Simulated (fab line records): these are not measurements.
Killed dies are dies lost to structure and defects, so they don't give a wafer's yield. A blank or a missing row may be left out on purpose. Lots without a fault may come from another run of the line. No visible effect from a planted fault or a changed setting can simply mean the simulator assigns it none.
Chamber matching :: flow n5 finfet :: rie diel-02 running N5_BEOL_M10_STRIP_67: 4 sister chambers
The step strips in CF4. 4 wafers are shown with their chamber, then 8 later ones without.

== WAFERS WITH THEIR CHAMBER ==
wafer: L093.1
chamber: 1
drypump motor current A (A): 5.60

wafer: L093.3
chamber: 2
drypump motor current A (A): 5.37

wafer: L093.4
chamber: 0
drypump motor current A (A): 5.97

wafer: L091.1
chamber: 3
drypump motor current A (A): 6.13

== WAFERS WITHOUT THEIR CHAMBER ==
wafer: L091.3
drypump motor current A (A): 5.96

wafer: L091.5
drypump motor current A (A): 5.35

wafer: L092.3
drypump motor current A (A): 5.94

wafer: L092.4
drypump motor current A (A): 5.57

wafer: L092.5
drypump motor current A (A): 5.34

wafer: L095.2
drypump motor current A (A): 5.56

wafer: L095.5
drypump motor current A (A): 5.34

wafer: L095.6
drypump motor current A (A): 5.56

== EACH ONE'S CHAMBER ==
wafer: L091.3
from the rows above: 0
in truth: 0

wafer: L091.5
from the rows above: 2
in truth: 2

wafer: L092.3
from the rows above: 0
in truth: 0

wafer: L092.4
from the rows above: 1
in truth: 1

wafer: L092.5
from the rows above: 2
in truth: 2

wafer: L095.2
from the rows above: 1
in truth: 1

wafer: L095.5
from the rows above: 2
in truth: 2

wafer: L095.6
from the rows above: 1
in truth: 1
Correct placement for 8 of the 8. Left unplaced by these rows: 0. Placed wrongly: 0.
How it was worked out, from the rows above alone: a wafer's distance from a chamber is the root of the sum, over the readings, of the square of ((its reading less the chamber's mean) divided by the reading's scatter). If the next closest chamber is less than 2 further off than the closest, the wafer can't be placed; otherwise it belongs to the closest. Each chamber's mean is taken over the wafers shown for it. The scatter: root of mean squared gap, hidden wafer to nearest shown wafer, with one shown wafer a chamber.
